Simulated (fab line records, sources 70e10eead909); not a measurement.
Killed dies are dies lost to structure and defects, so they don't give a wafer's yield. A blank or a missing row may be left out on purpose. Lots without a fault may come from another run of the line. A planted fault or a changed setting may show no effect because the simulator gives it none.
fab line records | flow nand_harc
record lots=7 wafers=18 last_day=32
route steps=1302 shown A_CONTACT@1051 END@1302
lots that met no fault: from a run of the same line without faults
start_h: hours from the record's first day to the start of the lot's first wafer shown | wait_h: hours since the lot's step before | " the same as in the row above | L1.1+2: a row that stands for several wafers | - no value, or no start given | * or withheld: withheld | < > ~ a bound
route shown NAME@n: a module of which the file shows steps, and the number in the route of the first | usual: mean/standard deviation of fault-free wafers | same: alike in all rows | chamber/n: place in a boat | sites: the reading at each site | _std_site: their standard deviation | _edge_site: outer sites' mean less inner sites' | radius_mm: how far each site lies from the wafer's centre | mask NAME#n: copy n | behind: the tool/chamber that last shaped the wafer | hold: why the lot was held/for how many hours/how that ended | device: the transistor (n, p or np) that didn't switch | end of line: the same wafers' tests at the end of the route | a step without rows: its recipe alone | killed: dies lost to structure and defects at the first sort, not the wafer's yield | map: a wafer's dies, x killed, . not, _ none there
set.NAME: the setting as run; set.NAME@STEP: as run at that earlier step | model.NAME: the simulator's own value behind a step, which no gauge read
lots at some steps of the route; a table a step, a row a wafer
services: from which hour (start_h, from the record's first day; less than 0 if before it) a tool's chamber was out of use, for how many hours, and why
## steps
# step NHARC_A_CONTACT_ETCH_128
# recipe source_w=withheld pressure_mtorr=20 bias_v=3000 time_s=197 target_depth_a=19180 ar_flow_sccm=withheld c4f8_flow_sccm=withheld o2_flow_sccm=withheld chemistry=C4F8/O2/Ar
# step NHARC_A_CONTACT_ETCH_129
# recipe source_w=withheld pressure_mtorr=20 bias_v=3000 time_s=197 target_depth_a=19180 ar_flow_sccm=withheld c4f8_flow_sccm=withheld o2_flow_sccm=withheld chemistry=C4F8/O2/Ar
# usual chamber_pressure_mTorr=20.000/0.018
# columns lot.wafer tool chamber start_h wait_h chamber_pressure_mTorr rf_hours_counter_h
L274.2 har_cap_etch-02 1 516.47 0.1 20.019 88
L274.3 " 1 " " 20.000 -
L274.4 " 0 " " 20.020 -
L276.2 har_cap_etch-01 0 534.45 0.1 19.992 5
L276.5 " 1 " " 19.998 -
L280.2 har_cap_etch-02 1 549.99 0.1 19.994 95
L280.4 " 1 " " 20.034 -
L279.4 har_cap_etch-01 0 555.33 0.1 19.978 -
L279.5 " 1 " " 19.997 -
L289.4 har_cap_etch-03 1 654.01 0.1 19.995 -
L289.3 " 0 " " 20.020 -
L289.5 " 0 " " 19.985 -
L288.2 har_cap_etch-02 1 655.93 0.1 20.018 114
L288.4 " 1 " " 20.022 -
L288.6 " 1 " " 19.992 -
L294.2 har_cap_etch-01 0 701.73 0.1 19.987 36
L294.4 " 0 " " 19.976 -
L294.5 " 1 " " 20.006 -
# step NHARC_A_CONTACT_ETCH_130
# recipe source_w=withheld pressure_mtorr=20 bias_v=3000 time_s=197 target_depth_a=19180 ar_flow_sccm=withheld c4f8_flow_sccm=withheld o2_flow_sccm=withheld chemistry=C4F8/O2/Ar
# step NHARC_A_CONTACT_ETCH_131
# recipe source_w=withheld pressure_mtorr=20 bias_v=3000 time_s=197 target_depth_a=19180 ar_flow_sccm=withheld c4f8_flow_sccm=withheld o2_flow_sccm=withheld chemistry=C4F8/O2/Ar
# step NHARC_A_CONTACT_ETCH_132
# recipe source_w=withheld pressure_mtorr=20 bias_v=3000 time_s=197 target_depth_a=19240 ar_flow_sccm=withheld c4f8_flow_sccm=withheld o2_flow_sccm=withheld chemistry=C4F8/O2/Ar
# usual chamber_pressure_mTorr=20.000/0.016
# columns lot.wafer tool chamber start_h wait_h chamber_pressure_mTorr rf_hours_counter_h
L274.2 har_cap_etch-02 1 517.00 0.1 20.008 88
L274.3 " 1 " " 20.001 -
L274.4 " 0 " " 20.012 -
L276.2 har_cap_etch-01 0 534.98 0.1 19.995 5
L276.5 " 1 " " 20.005 -
L280.2 har_cap_etch-02 1 550.52 0.1 20.001 96
L280.4 " 1 " " 19.985 -
L279.4 har_cap_etch-01 0 555.86 0.1 20.006 -
L279.5 " 1 " " 20.007 -
L289.4 har_cap_etch-03 1 654.54 0.1 19.984 -
L289.3 " 0 " " 20.017 -
L289.5 " 0 " " 19.986 -
L288.2 har_cap_etch-02 1 656.46 0.1 20.020 115
L288.4 " 1 " " 20.014 -
L288.6 " 1 " " 19.994 -
L294.2 har_cap_etch-01 0 702.27 0.1 20.016 37
L294.4 " 0 " " 20.013 -
L294.5 " 1 " " 20.029 -
# step NHARC_A_CONTACT_ETCH_133
# recipe source_w=withheld pressure_mtorr=20 bias_v=400 time_s=374 target_depth_a=16100 ar_flow_sccm=withheld c4f8_flow_sccm=11.5 o2_flow_sccm=7.2 chemistry=C4F8/O2/Ar
# usual chamber_pressure_mTorr=19.999/0.018
# columns lot.wafer tool chamber start_h wait_h chamber_pressure_mTorr rf_hours_counter_h
L274.2 har_cap_etch-02 1 517.18 0.1 20.020 89
L274.3 " 1 " " 19.985 -
L274.4 " 0 " " 19.994 -
L276.2 har_cap_etch-01 0 535.16 0.1 20.026 6
L276.5 " 1 " " 19.996 -
L280.2 har_cap_etch-02 1 550.74 0.2 20.013 96
L280.4 " 1 " " 19.978 -
L279.4 har_cap_etch-01 0 556.16 0.3 20.011 -
L279.5 " 1 " " 20.038 -
L289.4 har_cap_etch-03 1 654.80 0.2 20.029 -
L289.3 " 0 " " 19.989 -
L289.5 " 0 " " 19.983 -
L288.2 har_cap_etch-02 1 656.63 0.1 19.988 115
L288.4 " 1 " " 19.990 -
L288.6 " 1 " " 20.025 -
L294.2 har_cap_etch-01 0 702.49 0.2 20.009 37
L294.4 " 0 " " 19.963 -
L294.5 " 1 " " 19.982 -
# step NHARC_A_CONTACT_ETCH_91
# recipe target_depth_a=400 over_etch_frac=0.5 time_s=85.7 ion_energy_ev=120 ch3f_flow_sccm=50 o2_flow_sccm=30 ar_flow_sccm=200 rf_w=500 bias_w=100 chemistry=CH3F/O2
# usual chamber_pressure_mTorr=24.998/0.02 drypump_motor_current_A=5.66/0.18 oes_product_au=0.942/0.029 rf_vpp_V=244.1/1.9 showerhead_plenum_p_Torr=2.43/0.13 throttle_valve_pct=20.663/0.0091
# columns lot.wafer tool chamber start_h wait_h chamber_pressure_mTorr drypump_motor_current_A oes_product_au rf_hours_counter_h rf_vpp_V showerhead_plenum_p_Torr throttle_valve_pct
L274.4 rie_diel-01 3 517.99 0.5 24.988 5.66 0.924 46 242.6 2.35 20.660
L274.3 " 1 " " 25.005 6.08 0.932 52 243.6 2.40 20.652
L274.2 " 2 " " 25.021 6.09 0.928 41 243.0 2.34 20.667
L276.2 rie_diel-05 2 535.99 0.8 24.993 5.72 0.947 17 239.9 2.27 20.664
L276.5 " 0 " " 25.016 5.50 0.938 - 244.3 2.45 20.671
L280.4 rie_diel-05 2 551.46 0.5 25.001 5.72 0.934 18 242.0 2.27 20.682
L280.2 " 3 " " 24.968 5.66 0.906 18 242.3 2.32 20.666
L279.4 rie_diel-05 3 556.75 0.5 24.980 5.68 0.921 20 243.0 2.32 20.661
L279.5 " 3 " " 25.018 5.67 0.925 - 242.9 2.32 20.673
L289.3 rie_diel-05 1 655.44 0.5 25.008 5.43 0.909 10 246.1 2.53 20.667
L289.5 " 1 " " 25.016 5.44 0.916 - 245.9 2.53 20.671
L289.4 " 2 " " 25.004 5.72 0.933 - 248.1 2.66 20.657
L288.4 rie_diel-08 1 657.42 0.6 24.980 5.45 0.940 31 243.5 2.60 20.660
L288.2 " 3 " " 24.983 5.91 0.914 29 242.7 2.37 20.643
L288.6 " 2 " " 25.002 5.86 0.919 - 242.5 2.31 20.675
L294.4 rie_diel-05 0 703.21 0.5 24.980 5.51 1.009 20 244.1 2.44 20.670
L294.2 " 1 " " 24.985 5.43 1.007 18 246.0 2.53 20.657
L294.5 " 0 " " 25.014 5.50 1.007 - 244.6 2.44 20.684
# step NHARC_A_CONTACT_ETCH_97
# recipe target_depth_a=200 over_etch_frac=0.5 time_s=10 ion_energy_ev=250 c4f6_flow_sccm=25 o2_flow_sccm=20 ar_flow_sccm=500 rf_w=600 bias_w=500 chemistry=C4F6/O2
# usual chamber_pressure_mTorr=29.999/0.028 drypump_motor_current_A=5.65/0.19 oes_product_au=0.959/0.024 rf_vpp_V=546/3.9 showerhead_plenum_p_Torr=3.90/0.19 throttle_valve_pct=26.903/0.0088
# columns lot.wafer tool chamber start_h wait_h chamber_pressure_mTorr drypump_motor_current_A oes_product_au rf_hours_counter_h rf_vpp_V showerhead_plenum_p_Torr throttle_valve_pct
L274.3 rie_diel-01 0 - - 29.936 5.49 0.951 54 544 3.82 26.910
L274.4 " 1 " " 29.962 6.11 0.956 52 545 3.83 26.906
L274.2 " 3 " " 29.956 5.69 0.970 46 543 3.77 26.922
L276.2 rie_diel-05 3 - - 30.012 5.66 0.949 17 542 3.71 26.901
L276.5 " 0 " " 30.004 5.51 0.954 - 546 3.91 26.888
L280.4 rie_diel-05 3 - - 30.030 5.71 0.942 18 543 3.71 26.899
L280.2 " 0 " " 30.007 5.54 0.941 20 545 3.91 26.908
L279.4 rie_diel-05 1 - - 30.033 5.45 0.929 22 549 4.04 26.910
L279.5 " 1 " " 30.048 5.42 0.938 - 549 4.04 26.891
L289.4 rie_diel-05 2 655.61 0.1 29.945 5.74 0.960 12 552 4.22 26.919
L289.3 " 3 " " 29.998 5.68 0.940 10 544 3.71 26.897
L289.5 " 0 " " 29.998 5.53 0.950 - 546 3.90 26.895
L288.2 rie_diel-08 3 - - 29.976 5.93 0.926 29 544 3.79 26.904
L288.4 " 0 " " 29.968 5.76 0.936 31 552 4.21 26.899
L288.6 " 1 " " 30.009 5.54 0.961 - 551 4.13 26.916
L294.2 rie_diel-05 1 - - 29.964 5.43 1.001 18 549 4.03 26.906
L294.4 " 2 " " 30.044 5.70 0.999 20 553 4.21 26.890
L294.5 " 3 " " 30.014 5.66 1.001 - 543 3.70 26.898
# step NHARC_A_CONTACT_CD_MEAS_80
# usual cd_nm=289.3/0.64
# columns lot.wafer tool chamber start_h wait_h cd_nm
L274.2 cd_sem-02 - 518.33 - 288.7
L274.3 " - " " 288.1
L274.4 " - " " 288.2
L276.2 cd_sem-03 - 536.16 - 290.0
L276.5 " - " " 290.5
L280.2 cd_sem-03 - 551.69 - 289.5
L280.4 " - " " 289.4
L279.4 cd_sem-01 - 556.96 - 289.1
L279.5 " - " " 289.1
L289.3 cd_sem-03 - 655.69 - 289.2
L289.4 " - " " 289.3
L289.5 " - " " 289.7
L288.2 cd_sem-03 - 657.65 - 289.5
L288.4 " - " " 289.0
L288.6 " - " " 289.3
L294.2 cd_sem-03 - 703.43 - 288.7
L294.4 " - " " 289.3
L294.5 " - " " 288.7
# step NHARC_A_CONTACT_STRIP_103
# recipe n2_flow_sccm=150 h2_flow_sccm=150 ar_flow_sccm=0 bias_w=0 chemistry=N2/H2
# step NHARC_A_CONTACT_STRIP_104
# recipe cf4_flow_sccm=100 chf3_flow_sccm=30 ar_flow_sccm=0 bias_w=0 chemistry=CF4/CHF3
# step NHARC_A_CONTACT_STRIP_105
# recipe o2_flow_sccm=400 cos_flow_sccm=20 ar_flow_sccm=0 bias_w=0 chemistry=O2/COS
# step NHARC_A_CONTACT_ETCH_106
# recipe target_depth_a=900 overetch_a=90 time_s=49.5 ion_energy_ev=100 cf4_flow_sccm=80 o2_flow_sccm=20 ar_flow_sccm=0 rf_w=300 bias_w=100 chemistry=CF4/O2
# usual chamber_pressure_mTorr=30.000/0.028 drypump_motor_current_A=5.67/0.19 oes_product_au=0.999/0.0089 rf_vpp_V=197.5/1.6 showerhead_plenum_p_Torr=1.32/0.071 throttle_valve_pct=13.396/0.0095
# columns lot.wafer tool chamber start_h wait_h chamber_pressure_mTorr drypump_motor_current_A oes_product_au rf_hours_counter_h rf_vpp_V showerhead_plenum_p_Torr throttle_valve_pct
L274.4 rie_diel-05 3 518.62 0.1 30.001 5.65 0.990 13 196.4 1.26 13.376
L274.2 " 0 " " 29.966 5.47 1.006 15 199.2 1.33 13.387
L274.3 " 1 " " 29.974 5.43 0.987 16 197.1 1.38 13.402
L276.2 rie_diel-05 0 536.46 0.1 30.000 5.47 0.998 19 196.9 1.33 13.394
L276.5 " 3 " " 29.985 5.63 0.887 - 195.2 1.26 13.419
L280.2 rie_diel-05 0 551.98 0.1 29.994 5.51 1.008 20 199.1 1.33 13.403
L280.4 " 2 " " 30.049 5.70 0.904 18 195.0 1.23 13.400
L279.4 rie_diel-05 1 557.27 0.1 30.034 5.42 0.887 22 197.9 1.38 13.395
L279.5 " 0 " " 30.003 5.47 0.893 - 198.3 1.33 13.395
L289.3 rie_diel-08 2 656.04 0.1 30.041 5.87 0.979 29 196.2 1.25 13.401
L289.4 " 1 " " 30.005 5.48 1.011 31 198.4 1.41 13.403
L289.5 " 2 " " 29.971 5.85 0.986 - 197.3 1.25 13.378
L288.2 rie_diel-01 2 657.95 0.1 29.985 6.10 0.994 40 196.9 1.26 13.391
L288.4 " 3 " " 29.994 5.62 1.001 34 197.4 1.27 13.398
L288.6 " 2 " " 29.990 6.11 0.999 - 196.5 1.26 13.393
L294.4 rie_diel-01 1 703.72 0.1 29.968 6.09 1.000 50 197.2 1.29 13.394
L294.2 " 2 " " 29.973 6.12 0.985 55 195.8 1.25 13.399
L294.5 " 1 " " 30.025 6.06 1.003 - 196.9 1.29 13.403
# step NHARC_A_CONTACT_STRIP_82
# recipe o2_flow_sccm=500 ar_flow_sccm=0 bias_w=0 chemistry=O2
# step NHARC_END_SORT_01
# recipe temp_c=25
# usual killed_at_array=52/18 killed_at_other=0.6/0.83 killed_at_periphery=4.3/2.8 killed_dies=57/19 killed_open=3.4/2 killed_short=2.5/1.7
# same gross_dies=677
# columns lot.wafer tool chamber start_h wait_h killed_at_array killed_at_other killed_at_periphery killed_dies killed_open killed_short
L276.2 prober-01 0 593.61 2.8 25 1 4 30 6 6
L276.5 prober-01 0 596.00 3.7 672 1 4 677 3 4
L280.4 prober-01 0 609.05 3.4 675 0 2 677 2 0
# killed by level:class
L276.2 A_STAIRCASE:chamber_film_flake=4 A_SLIT:chamber_film_flake=4 P_CONTACT:geometric_particle:open=3 A_CONTACT:chamber_film_flake=3 A_ONON_D1:geometric_particle:short=2 A_CHANNEL_HOLE_D1:chamber_film_flake=2 A_CHANNEL_HOLE_D2:chamber_film_flake=2 P_GATE:geometric_particle:open=1
L276.5 A_CONTACT:area_etch=651 A_CONTACT:chamber_film_flake=6 A_CHANNEL_HOLE_D2:chamber_film_flake=5 A_STAIRCASE:chamber_film_flake=3 A_SLIT:chamber_film_flake=2 P_CONTACT:geometric_particle:short=1 P_M0:geometric_particle:short=1 P_M2:geometric_particle:open=1
L280.4 A_CONTACT:area_etch=627 A_CHANNEL_HOLE_D1:chamber_film_flake=31 A_CHANNEL_HOLE_D2:chamber_film_flake=6 A_SLIT:chamber_film_flake=3 A_CONTACT:chamber_film_flake=2 A_DECK1_JOINT:geometric_particle:open=1 A_M1:geometric_particle:open=1 P_GATE:chamber_film_flake=1
# map L276.5 (x killed, . not)
____________x____________
_________xxxxxxx_________
_______xxxxxxxxxxx_______
______xxxxxxxxxxxxx______
_____xxxxxxxxxxxxxxx_____
____xxxxxxxxxxxxxxxxx____
____xxxxxxxxxxxxxxxxx____
___xxxxxxxxxxxxxxxxxxx___
___xxxxxxxxxxxxxxxxxxx___
__xxxxxxxxxxxxxxxxxxxxx__
__xxxxxxxxxxxxxxxxxxxxx__
_xxxxxxxxxxxxxxxxxxxxxxx_
_xxxxxxxxxxxxxxxxxxxxxxx_
_xxxxxxxxxxxxxxxxxxxxxxx_
_xxxxxxxxxxxxxxxxxxxxxxx_
_xxxxxxxxxxxxxxxxxxxxxxx_
xxxxxxxxxxxxxxxxxxxxxxxxx
xxxxxxxxxxxxxxxxxxxxxxxxx
xxxxxxxxxxxxxxxxxxxxxxxxx
xxxxxxxxxxxxxxxxxxxxxxxxx
xxxxxxxxxxxxxxxxxxxxxxxxx
_xxxxxxxxxxxxxxxxxxxxxxx_
_xxxxxxxxxxxxxxxxxxxxxxx_
_xxxxxxxxxxxxxxxxxxxxxxx_
_xxxxxxxxxxxxxxxxxxxxxxx_
_xxxxxxxxxxxxxxxxxxxxxxx_
__xxxxxxxxxxxxxxxxxxxxx__
__xxxxxxxxxxxxxxxxxxxxx__
___xxxxxxxxxxxxxxxxxxx___
___xxxxxxxxxxxxxxxxxxx___
____xxxxxxxxxxxxxxxxx____
____xxxxxxxxxxxxxxxxx____
_____xxxxxxxxxxxxxxx_____
______xxxxxxxxxxxxx______
_______xxxxxxxxxxx_______
_________xxxxxxx_________
____________x____________
# map L280.4 (x killed, . not)
____________x____________
_________xxxxxxx_________
_______xxxxxxxxxxx_______
______xxxxxxxxxxxxx______
_____xxxxxxxxxxxxxxx_____
____xxxxxxxxxxxxxxxxx____
____xxxxxxxxxxxxxxxxx____
___xxxxxxxxxxxxxxxxxxx___
___xxxxxxxxxxxxxxxxxxx___
__xxxxxxxxxxxxxxxxxxxxx__
__xxxxxxxxxxxxxxxxxxxxx__
_xxxxxxxxxxxxxxxxxxxxxxx_
_xxxxxxxxxxxxxxxxxxxxxxx_
_xxxxxxxxxxxxxxxxxxxxxxx_
_xxxxxxxxxxxxxxxxxxxxxxx_
_xxxxxxxxxxxxxxxxxxxxxxx_
xxxxxxxxxxxxxxxxxxxxxxxxx
xxxxxxxxxxxxxxxxxxxxxxxxx
xxxxxxxxxxxxxxxxxxxxxxxxx
xxxxxxxxxxxxxxxxxxxxxxxxx
xxxxxxxxxxxxxxxxxxxxxxxxx
_xxxxxxxxxxxxxxxxxxxxxxx_
_xxxxxxxxxxxxxxxxxxxxxxx_
_xxxxxxxxxxxxxxxxxxxxxxx_
_xxxxxxxxxxxxxxxxxxxxxxx_
_xxxxxxxxxxxxxxxxxxxxxxx_
__xxxxxxxxxxxxxxxxxxxxx__
__xxxxxxxxxxxxxxxxxxxxx__
___xxxxxxxxxxxxxxxxxxx___
___xxxxxxxxxxxxxxxxxxx___
____xxxxxxxxxxxxxxxxx____
____xxxxxxxxxxxxxxxxx____
_____xxxxxxxxxxxxxxx_____
______xxxxxxxxxxxxx______
_______xxxxxxxxxxx_______
_________xxxxxxx_________
____________x____________
## services
# columns tool chamber start_h hours kind
har_cap_etch-01 - 497.01 17.0 pm
rie_diel-05 0 514.18 - clean
rie_diel-05 1 514.18 - clean
rie_diel-05 2 514.18 - clean
rie_diel-05 3 514.18 - clean
har_cap_etch-01 - 532.44 0.2 repair
rie_diel-05 0 538.68 - clean
rie_diel-05 1 538.68 - clean
rie_diel-05 2 538.68 - clean
rie_diel-05 3 538.68 - clean
rie_diel-08 - 549.95 9.0 pm
rie_diel-01 - 559.61 9.0 pm
rie_diel-08 3 561.34 3.8 repair
rie_diel-05 0 563.18 - clean
rie_diel-05 1 563.18 - clean
rie_diel-05 2 563.18 - clean
rie_diel-05 3 563.18 - clean
rie_diel-08 2 573.35 5.6 repair
rie_diel-05 - 584.15 9.0 pm
rie_diel-05 0 584.15 9.0 vent_cycle
rie_diel-05 1 584.15 9.0 vent_cycle
rie_diel-01 1 638.78 4.6 repair
rie_diel-05 3 646.49 9.0 repair
rie_diel-01 3 676.45 2.4 repair
## key
first_sign step=NHARC_A_CONTACT_ETCH_106 reading=oes_product_au direction=down sigmas=12 usual=0.999 struck=0.893
effect step=NHARC_END_SORT_01 reading=killed_at_array direction=up sigmas=34 usual=52 struck=674
more_kills_born_at NHARC_A_CONTACT_ETCH_106@rie_diel-05=1278
met_at NHARC_A_CONTACT_ETCH_106
struck_wafers L276.5,L279.4,L279.5,L280.4
later_rows_left_out L276.5,L279.4,L279.5,L280.4
sort_left_out L279.4,L279.5
tester_left_out L276,L279,L280
onset_between 518.62 536.46
fault kind=process_parameter_drift tool=rie_diel-05 chamber=- onset_h=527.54 steps=NHARC_A_CONTACT_ETCH_106 channel=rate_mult offset=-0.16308 shape=step end_h=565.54 scope=struck_wafers_only
# tester_left_out: of these lots the tester's yield and bins aren't shown, on N5 and GAA mostly nor the transistor test; their killed dies are dies lost to structure and defects alone, not to doping, threshold or leakage, so they don't give the yield
# sort_left_out: the simulated sort isn't trusted on such a fault, so these wafers' sort isn't shown, and their yield isn't known
# later_rows_left_out: the simulator's readings of these wafers behind a module that went badly wrong aren't trusted and aren't shown, but for the sort
